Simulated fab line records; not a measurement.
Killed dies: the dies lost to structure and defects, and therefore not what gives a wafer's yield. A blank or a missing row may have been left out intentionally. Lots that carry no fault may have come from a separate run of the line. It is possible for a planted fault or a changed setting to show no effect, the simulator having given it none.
Matching of chambers :: flow n5_finfet :: N5_FIN_SAQP_ETCH_52 on rie_diel-04: 4 sister chambers
The step etches SOC in N2/H2, target depth 100 nm, overetch 20 nm, time 150 s. 27 wafers are shown with their chamber, then 12 later ones without.

## WAFERS PAIRED WITH THEIR CHAMBERS
wafer: L076.1
chamber: 0
drypump_motor_current_A (A): 5.1
throttle_valve_pct (%): 17.90
showerhead_plenum_p_Torr (Torr): 2.50

wafer: L076.3
chamber: 3
drypump_motor_current_A (A): 5.8
throttle_valve_pct (%): 18.22
showerhead_plenum_p_Torr (Torr): 2.41

wafer: L076.6
chamber: 2
drypump_motor_current_A (A): 5.4
throttle_valve_pct (%): 17.31
showerhead_plenum_p_Torr (Torr): 2.58

wafer: L077.1
chamber: 3
drypump_motor_current_A (A): 5.8
throttle_valve_pct (%): 18.21
showerhead_plenum_p_Torr (Torr): 2.41

wafer: L077.4
chamber: 2
drypump_motor_current_A (A): 5.4
throttle_valve_pct (%): 17.32
showerhead_plenum_p_Torr (Torr): 2.58

wafer: L077.5
chamber: 3
drypump_motor_current_A (A): 5.8
throttle_valve_pct (%): 18.21
showerhead_plenum_p_Torr (Torr): 2.41

wafer: L079.1
chamber: 1
drypump_motor_current_A (A): 6.5
throttle_valve_pct (%): 18.01
showerhead_plenum_p_Torr (Torr): 2.49

wafer: L079.4
chamber: 3
drypump_motor_current_A (A): 5.9
throttle_valve_pct (%): 18.22
showerhead_plenum_p_Torr (Torr): 2.41

wafer: L079.6
chamber: 1
drypump_motor_current_A (A): 6.5
throttle_valve_pct (%): 18.02
showerhead_plenum_p_Torr (Torr): 2.49

wafer: L081.1
chamber: 2
drypump_motor_current_A (A): 5.4
throttle_valve_pct (%): 17.32
showerhead_plenum_p_Torr (Torr): 2.58

wafer: L081.3
chamber: 0
drypump_motor_current_A (A): 5.1
throttle_valve_pct (%): 17.92
showerhead_plenum_p_Torr (Torr): 2.50

wafer: L081.6
chamber: 0
drypump_motor_current_A (A): 5.1
throttle_valve_pct (%): 17.91
showerhead_plenum_p_Torr (Torr): 2.50

wafer: L082.2
chamber: 2
drypump_motor_current_A (A): 5.4
throttle_valve_pct (%): 17.33
showerhead_plenum_p_Torr (Torr): 2.58

wafer: L082.4
chamber: 0
drypump_motor_current_A (A): 5.1
throttle_valve_pct (%): 17.90
showerhead_plenum_p_Torr (Torr): 2.50

wafer: L082.5
chamber: 3
drypump_motor_current_A (A): 5.9
throttle_valve_pct (%): 18.21
showerhead_plenum_p_Torr (Torr): 2.40

wafer: L085.1
chamber: 3
drypump_motor_current_A (A): 5.8
throttle_valve_pct (%): 18.24
showerhead_plenum_p_Torr (Torr): 2.40

wafer: L085.4
chamber: 2
drypump_motor_current_A (A): 5.4
throttle_valve_pct (%): 17.36
showerhead_plenum_p_Torr (Torr): 2.57

wafer: L085.5
chamber: 0
drypump_motor_current_A (A): 5.1
throttle_valve_pct (%): 17.94
showerhead_plenum_p_Torr (Torr): 2.49

wafer: L086.1
chamber: 3
drypump_motor_current_A (A): 5.9
throttle_valve_pct (%): 18.23
showerhead_plenum_p_Torr (Torr): 2.40

wafer: L086.2
chamber: 0
drypump_motor_current_A (A): 5.1
throttle_valve_pct (%): 17.93
showerhead_plenum_p_Torr (Torr): 2.49

wafer: L086.4
chamber: 1
drypump_motor_current_A (A): 6.5
throttle_valve_pct (%): 18.02
showerhead_plenum_p_Torr (Torr): 2.49

wafer: L089.1
chamber: 2
drypump_motor_current_A (A): 5.4
throttle_valve_pct (%): 17.37
showerhead_plenum_p_Torr (Torr): 2.57

wafer: L089.3
chamber: 3
drypump_motor_current_A (A): 5.9
throttle_valve_pct (%): 18.25
showerhead_plenum_p_Torr (Torr): 2.40

wafer: L089.4
chamber: 0
drypump_motor_current_A (A): 5.1
throttle_valve_pct (%): 17.96
showerhead_plenum_p_Torr (Torr): 2.49

wafer: L090.4
chamber: 1
drypump_motor_current_A (A): 6.5
throttle_valve_pct (%): 18.05
showerhead_plenum_p_Torr (Torr): 2.48

wafer: L090.5
chamber: 2
drypump_motor_current_A (A): 5.4
throttle_valve_pct (%): 17.36
showerhead_plenum_p_Torr (Torr): 2.57

wafer: L090.6
chamber: 3
drypump_motor_current_A (A): 5.9
throttle_valve_pct (%): 18.24
showerhead_plenum_p_Torr (Torr): 2.40

SIGNATURES, as means of the wafers listed above
reading: drypump_motor_current_A
chamber 0: 5.100
chamber 1: 6.500
chamber 2: 5.400
chamber 3: 5.856
scatter within a chamber: 0.0311

reading: throttle_valve_pct
chamber 0: 17.9229
chamber 1: 18.0250
chamber 2: 17.3386
chamber 3: 18.2256
scatter within a chamber: 0.0199

reading: showerhead_plenum_p_Torr
chamber 0: 2.4957
chamber 1: 2.4875
chamber 2: 2.5757
chamber 3: 2.4044
scatter within a chamber: 0.00528
Rule: for each reading, subtract the chamber's mean from the wafer's reading, divide by that reading's scatter and square the result; add these up over the readings and take the root, which gives the wafer's distance from the chamber. If the next closest chamber is less than 2 further off than the closest, the wafer can't be placed; otherwise it belongs to the closest. The scatter: take each reading less its chamber's mean, square it, sum over the shown wafers, divide by the number of wafers less the number of chambers, and take the root.

## WAFERS WHOSE CHAMBER IS MISSING
wafer: L091.1
drypump_motor_current_A (A): 6.5
throttle_valve_pct (%): 18.05
showerhead_plenum_p_Torr (Torr): 2.48

wafer: L091.2
drypump_motor_current_A (A): 5.1
throttle_valve_pct (%): 17.95
showerhead_plenum_p_Torr (Torr): 2.49

wafer: L091.4
drypump_motor_current_A (A): 5.9
throttle_valve_pct (%): 18.26
showerhead_plenum_p_Torr (Torr): 2.40

wafer: L092.4
drypump_motor_current_A (A): 5.5
throttle_valve_pct (%): 17.37
showerhead_plenum_p_Torr (Torr): 2.57

wafer: L092.5
drypump_motor_current_A (A): 6.5
throttle_valve_pct (%): 18.05
showerhead_plenum_p_Torr (Torr): 2.48

wafer: L092.6
drypump_motor_current_A (A): 5.1
throttle_valve_pct (%): 17.95
showerhead_plenum_p_Torr (Torr): 2.49

wafer: L093.2
drypump_motor_current_A (A): 5.5
throttle_valve_pct (%): 17.37
showerhead_plenum_p_Torr (Torr): 2.57

wafer: L093.3
drypump_motor_current_A (A): 5.1
throttle_valve_pct (%): 17.96
showerhead_plenum_p_Torr (Torr): 2.49

wafer: L093.5
drypump_motor_current_A (A): 6.5
throttle_valve_pct (%): 18.06
showerhead_plenum_p_Torr (Torr): 2.48

wafer: L094.1
drypump_motor_current_A (A): 6.5
throttle_valve_pct (%): 18.06
showerhead_plenum_p_Torr (Torr): 2.48

wafer: L094.2
drypump_motor_current_A (A): 5.4
throttle_valve_pct (%): 17.37
showerhead_plenum_p_Torr (Torr): 2.57

wafer: L094.3
drypump_motor_current_A (A): 5.1
throttle_valve_pct (%): 17.95
showerhead_plenum_p_Torr (Torr): 2.48

## WHICH CHAMBER EACH WENT THROUGH
wafer: L091.1
from the rows above: 1
in truth: 1

wafer: L091.2
from the rows above: 0
in truth: 0

wafer: L091.4
from the rows above: 3
in truth: 3

wafer: L092.4
from the rows above: 2
in truth: 2

wafer: L092.5
from the rows above: 1
in truth: 1

wafer: L092.6
from the rows above: 0
in truth: 0

wafer: L093.2
from the rows above: 2
in truth: 2

wafer: L093.3
from the rows above: 0
in truth: 0

wafer: L093.5
from the rows above: 1
in truth: 1

wafer: L094.1
from the rows above: 1
in truth: 1

wafer: L094.2
from the rows above: 2
in truth: 2

wafer: L094.3
from the rows above: 0
in truth: 0
12 of 12 placed correctly. Not placeable from these rows: 0. 0 placed wrongly.
